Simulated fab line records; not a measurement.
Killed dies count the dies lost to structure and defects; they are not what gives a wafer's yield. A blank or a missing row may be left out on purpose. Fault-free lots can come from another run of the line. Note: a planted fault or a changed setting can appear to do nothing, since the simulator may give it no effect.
Chamber matching	flow n5_finfet	4 sister chambers for N5_HKMG_FIN_ETCH_35 on rie_diel-06
The step etches SOC in N2/H2, target depth 215.8 nm, time 243.4 s. 8 wafers are shown with their chamber, then 10 later ones without.

EACH WAFER AND ITS CHAMBER
wafer	chamber	throttle_valve_pct (%)	showerhead_plenum_p_Torr (Torr)
L085.3	3	17.42	2.50
L086.1	2	18.02	2.59
L086.5	1	17.58	2.55
L086.6	3	17.42	2.50
L088.1	1	17.59	2.55
L088.5	0	17.75	2.72
L091.1	0	17.76	2.72
L091.2	2	18.03	2.58

WAFERS MISSING THEIR CHAMBER
wafer	throttle_valve_pct (%)	showerhead_plenum_p_Torr (Torr)
L091.5	18.03	2.58
L093.1	18.04	2.58
L093.4	17.78	2.72
L093.5	17.76	2.72
L095.2	17.77	2.72
L095.3	17.61	2.55
L095.4	18.04	2.58
L097.1	17.47	2.49
L097.5	17.62	2.54
L097.6	17.46	2.49

EACH ONE'S CHAMBER
wafer	from the rows above	in truth
L091.5	2	2
L093.1	2	2
L093.4	0	0
L093.5	0	0
L095.2	0	0
L095.3	1	1
L095.4	2	2
L097.1	3	3
L097.5	1	1
L097.6	3	3
Correct placement for 10 of the 10. Not placeable from these rows: 0. Placed wrongly: 0.
How it was worked out, from the rows above alone: a wafer's distance from a chamber is the root of the sum, over the readings, of the square of ((its reading less the chamber's mean) divided by the reading's scatter). The wafer belongs to the nearest chamber; if the next one is less than 2 further off, it can't be placed. The mean given for a chamber averages the wafers shown for that chamber. The scatter: the root of (the sum of the squares of (reading less its chamber's mean) over the shown wafers, divided by (wafers less chambers)).
